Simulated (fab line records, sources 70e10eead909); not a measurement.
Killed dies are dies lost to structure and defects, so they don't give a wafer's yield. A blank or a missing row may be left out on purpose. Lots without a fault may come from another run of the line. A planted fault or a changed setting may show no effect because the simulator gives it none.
Chamber matching | flow nand_harc | NHARC_P_M1_CMP_23 on cmp-03: 4 sister chambers
The step polishes, t overpolish 20 s, target thk 157.82 nm. 16 wafers are shown with their chamber, then 8 later ones without.

WAFERS WITH THEIR CHAMBER
wafer  | chamber | motor_current_A (A) | time_to_endpoint_s (s)
L077.1 | 2       | 12.0                | 30.8
L077.5 | 0       | 12.0                | 26.8
L077.6 | 1       | 12.7                | 28.6
L083.1 | 0       | 12.7                | 26.4
L083.4 | 1       | 12.5                | 26.7
L083.6 | 1       | 12.6                | 28.5
L086.1 | 2       | 11.5                | 25.1
L086.4 | 1       | 13.1                | 26.5
L086.5 | 2       | 11.1                | 26.4
L089.1 | 3       | 11.8                | 27.7
L089.2 | 0       | 12.3                | 26.5
L089.5 | 0       | 12.3                | 25.8
L090.1 | 1       | 12.7                | 27.4
L090.2 | 3       | 11.9                | 26.5
L090.4 | 2       | 11.6                | 28.5
L091.2 | 2       | 11.5                | 29.3

SIGNATURES (means of the wafers above)
reading            | chamber 0 | chamber 1 | chamber 2 | chamber 3 | scatter within a chamber
motor_current_A    | 12.325    | 12.720    | 11.540    | 11.850    | 0.27
time_to_endpoint_s | 26.375    | 27.540    | 28.020    | 27.100    | 1.47
Rule: a wafer's distance from a chamber is the root of the sum, over the readings, of the square of ((its reading less the chamber's mean) divided by the reading's scatter). The wafer belongs to the nearest chamber; if the next one is less than 2 further off, it can't be placed. The scatter: the root of (the sum of the squares of (reading less its chamber's mean) over the shown wafers, divided by (wafers less chambers)).

WAFERS WITHOUT THEIR CHAMBER
wafer  | motor_current_A (A) | time_to_endpoint_s (s)
L091.3 | 12.5                | 27.9
L091.6 | 12.7                | 28.0
L092.1 | 12.0                | 26.1
L092.3 | 11.5                | 27.1
L092.4 | 13.3                | 27.6
L094.1 | 11.3                | 29.8
L094.2 | 11.5                | 28.5
L094.6 | 12.4                | 28.0

WHICH CHAMBER EACH WENT THROUGH
wafer  | from the rows above               | in truth
L091.3 | can't be placed: 1 or 0 or 3      | 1
L091.6 | can't be placed: 1 or 0           | 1
L092.1 | can't be placed: 3 or 0 or 2 or 1 | 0
L092.3 | can't be placed: 2 or 3           | 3
L092.4 | can't be placed: 1 or 0           | 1
L094.1 | can't be placed: 2 or 3           | 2
L094.2 | can't be placed: 2 or 3           | 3
L094.6 | can't be placed: 0 or 1 or 3      | 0
Placed correctly: 0 of 8. Can't be placed from these rows: 8 (the true chamber is among the candidates in 8). Placed wrongly: 0.
